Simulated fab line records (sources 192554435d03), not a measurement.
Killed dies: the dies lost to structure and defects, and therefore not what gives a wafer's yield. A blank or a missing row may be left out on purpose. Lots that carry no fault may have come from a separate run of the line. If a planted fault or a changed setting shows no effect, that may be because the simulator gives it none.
Which tool is to blame?    flow n5_finfet    route of 1938 steps, sampled at 1 step: 12 lots, 36 wafers

WHAT EACH GAUGE READ, for each wafer
N5_BEOL_M9_INSPECT_58: inspects for defects (darkfield).
lot   measured      on                 raw_defect_count
L075  day 10 23:51  defect_inspect-01  34 46 54
L077  day 13 03:33  defect_inspect-02  57 50 74
L079  day 13 23:46  defect_inspect-01  102 60 77
L082  day 14 15:13  defect_inspect-01  104 159 88
L085  day 15 11:36  defect_inspect-01  38 57 53
L087  day 15 12:44  defect_inspect-02  72 44 60
L076  day 15 23:41  defect_inspect-02  89 97 158
L090  day 16 07:17  defect_inspect-02  75 110 120
L088  day 17 01:55  defect_inspect-02  41 49 49
L094  day 17 06:44  defect_inspect-02  54 35 40
L095  day 17 09:48  defect_inspect-02  54 54 68
L097  day 17 18:22  defect_inspect-02  124 71 73

WHAT TOOL EACH LOT RAN ON (gives the tool, then ch and the chambers of the sampled wafers, and finally the start)
The record shows no process step preceding these readings.

THE ANSWER, worked out from the rows above alone
Rule: the lots themselves supply what counts as usual. Put in order of their means at a reading, lots are off if they are a third of the lots or fewer, leave a main group of 4 or more, and stand apart from it by a gap of 3 or more times the standard deviation of the main group's means; of several such gaps the widest counts. If all means in a main group match to the digits the tables above print for the reading, that group is not used. A lot without any number at a reading at which 4 lots or more have one is off too. All remaining lots with rows at the step are treated as sound.
Across all readings shown, no lot is off: no conclusion can be drawn from this.

WHAT THE SIMULATOR HAD PUT IN
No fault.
